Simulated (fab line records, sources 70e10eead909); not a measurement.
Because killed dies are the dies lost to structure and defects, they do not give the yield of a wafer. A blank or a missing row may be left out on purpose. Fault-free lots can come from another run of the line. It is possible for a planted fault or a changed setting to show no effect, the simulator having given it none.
Chamber matching ; flow nand harc ; NHARC_A_BLC_ALD_23 on ald metal-01 has 4 sister chambers
The step deposits TiN, target thk 3 nm, pulse time 1 s, ald cycles 150. 7 wafers are shown with their chamber, then 7 later ones without.

## WAFERS WITH THEIR CHAMBER
wafer;chamber;heater power w (W);precursor pulse height rel
L347.5;2;1221;0.994
L351.1;1;918;1.022
L351.3;0;1008;0.972
L361.5;0;1016;1.016
L361.6;3;1096;0.994
L363.4;3;1120;0.997
L363.5;2;1158;1.000

## WAFERS MISSING THEIR CHAMBER
wafer;heater power w (W);precursor pulse height rel
L363.6;915;0.994
L362.1;1109;0.977
L362.3;1013;0.995
L362.4;916;1.033
L368.1;1177;1.006
L368.2;1083;1.018
L368.4;1016;1.023

## THE CHAMBER EACH PASSED THROUGH
wafer;from the rows above;in truth
L363.6;can't be placed: 1 or 0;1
L362.1;3;3
L362.3;0;0
L362.4;1;1
L368.1;can't be placed: 2 or 3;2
L368.2;can't be placed: 3 or 0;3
L368.4;can't be placed: 0 or 1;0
Correct placement for 3 of the 7. From these rows, 4 cannot be placed; in 4 the true chamber is one of the candidates. Wrongly placed: 0.
How it was worked out, from the rows above alone: a wafer's distance from a chamber is the root of the sum, over the readings, of the square of ((its reading less the chamber's mean) divided by the reading's scatter). The wafer belongs to the nearest chamber; if the next one is less than 2 further off, it can't be placed. A chamber's mean is the mean of its shown wafers. How the scatter is found: for the shown wafers, subtract from each reading the mean of its chamber, square and add these, divide the total by (wafers less chambers), then take the root.
